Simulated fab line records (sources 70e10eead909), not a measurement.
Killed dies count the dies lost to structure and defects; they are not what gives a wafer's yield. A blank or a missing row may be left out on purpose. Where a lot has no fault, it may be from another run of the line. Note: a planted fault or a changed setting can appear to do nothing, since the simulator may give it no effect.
Struck lot and sound lot, side by side ; flow nand-harc ; 19 steps out of a route of 1302
Sound: these wafers, L610.1, L610.3, L610.4. Wafers struck: L615.1, L615.3, L615.6. The cause comes at the end.
At each step with rows: each side's tool, then ch and its chambers, then its first start. Under that, the readings that differ: sound wafers ; struck wafers ; difference of the means ; sigmas: that difference in standard deviations of wafers without a fault.
alike: a reading whose means differ by less than 2 such deviations, as well as words and numbers matching on both sides. not compared: withheld readings; readings where some wafer has no value; bounds like >300 that might hide an equal value; numbers whose values overlap and for which the record gives no deviation.
Wherever a step has rows on one side only, a row that says differs or no value, or a row with sigmas, the two part there. Numbers that don't overlap but have no deviation are shown without sigmas and don't part them. Lack of a reading on every wafer of one side parts them only where that side has two or more wafers.

NHARC_A_ZERO_WELL_DESCUM_12: chemistry O2, time 3 s.
  sound on rie-diel-03 ch 0,2,3, day 9 07:53; struck on rie-diel-03 ch 1,2, day 11 09:10
  alike: drypump-motor-current-A, oes-product-au, rf-vpp-V, showerhead-plenum-p-Torr, throttle-valve-pct
  not compared: rf-hours-counter-h
NHARC_A_ZERO_WELL_ETCH_19: etches the open film in N2/H2, target depth 80 nm, overetch 24 nm, time 87.88 s.
  sound on rie-diel-03 ch 0,2,3, day 9 08:03; struck on rie-diel-03 ch 2,3, day 11 09:16
  alike: bias-w, drypump-motor-current-A, oes-product-au, rf-vpp-V, showerhead-plenum-p-Torr, throttle-valve-pct
  not compared: rf-hours-counter-h
NHARC_A_ZERO_WELL_ETCH_13: etches the open film in HBr/Cl2, target depth 120 nm, time 40.1 s.
  sound on rie-si-03 ch 0,1,3, day 9 08:10; struck on rie-si-03 ch 0,1,3, day 11 09:23
  alike: bias-w, drypump-motor-current-A, oes-product-au, throttle-valve-pct
  not compared: rf-hours-counter-h
then, 4 steps without rows for these wafers: NHARC_A_ZERO_WELL_STRIP_14 (strips in SPM, time 900 s); NHARC_A_ZERO_WELL_IMPLANT_15; NHARC_A_ZERO_WELL_PRECLEAN_22 (cleans in SC1, time 60 s); NHARC_A_ZERO_WELL_SRD_23.
NHARC_A_ZERO_WELL_RTA_16: time 10 s.
  sound on rtp-anneal-01 ch 0, day 9 09:07; struck on rtp-anneal-02 ch 0, day 11 10:16
reading;sound;struck;difference;sigmas
lamp-power-pct (%);27 27 27;35 35 35;+8;+2
lamp_zone_6_pct (%);27 27 27;35 35 35;+8;+2
  alike: anneal-temp-c-max, wafer_temp_C_max
NHARC_A_ZERO_WELL_INSPECT_17:
  struck on defect-inspect-01, day 11 10:28; sound on defect-inspect-02, day 9 09:18
  alike: raw-defect-count
then, 2 steps without rows for these wafers: NHARC_A_SOURCE_PLATE_PRECLEAN_00 (cleans in HF-LAST, time 60 s); NHARC_A_SOURCE_PLATE_SRD_01.
NHARC_A_SOURCE_PLATE_OXIDE_02: material SiO2, target thk 10 nm, ox time 1362 s.
  sound on furnace-05 ch 0, day 9 12:28; struck on furnace-08 ch 0, day 11 12:40
  alike: ox-temp-c, spike-tc-lower-C, spike-tc-top-C
NHARC_A_SOURCE_PLATE_THK_MEAS_09: measures by ellipsometry.
  struck on film-metro-02, day 11 16:46; sound on film-metro-02, day 9 16:32
  alike: thk-nm
then, 3 steps without rows for these wafers: NHARC_A_SOURCE_PLATE_PVD_04 (deposits WSi2, target thk 50 nm); NHARC_A_SOURCE_PLATE_CVD_03 (deposits poly-Si, target thk 200 nm, time 4000 s); NHARC_A_SOURCE_PLATE_ANNEAL_05 (time 1800 s).
NHARC_A_SOURCE_PLATE_THK_MEAS_06: measures by ellipsometry.
  struck on film-metro-02, day 12 05:46; sound on film-metro-01, day 10 06:25
  alike: thk-nm
NHARC_A_SOURCE_PLATE_INSPECT_08:
  struck on defect-inspect-02, day 12 06:02; sound on defect-inspect-02, day 10 06:31
reading;sound;struck;difference;sigmas
raw-defect-count;47 41 79;1214 1167 1135;+1116;+56
  not compared: hold
after that, 1 step had no rows for these wafers: NHARC_END_SORT_01.

== WHERE THEY PART ==
At NHARC_A_ZERO_WELL_RTA_16 first; at NHARC_A_SOURCE_PLATE_INSPECT_08 last (within this record only).

WHY: the cause the simulator had injected
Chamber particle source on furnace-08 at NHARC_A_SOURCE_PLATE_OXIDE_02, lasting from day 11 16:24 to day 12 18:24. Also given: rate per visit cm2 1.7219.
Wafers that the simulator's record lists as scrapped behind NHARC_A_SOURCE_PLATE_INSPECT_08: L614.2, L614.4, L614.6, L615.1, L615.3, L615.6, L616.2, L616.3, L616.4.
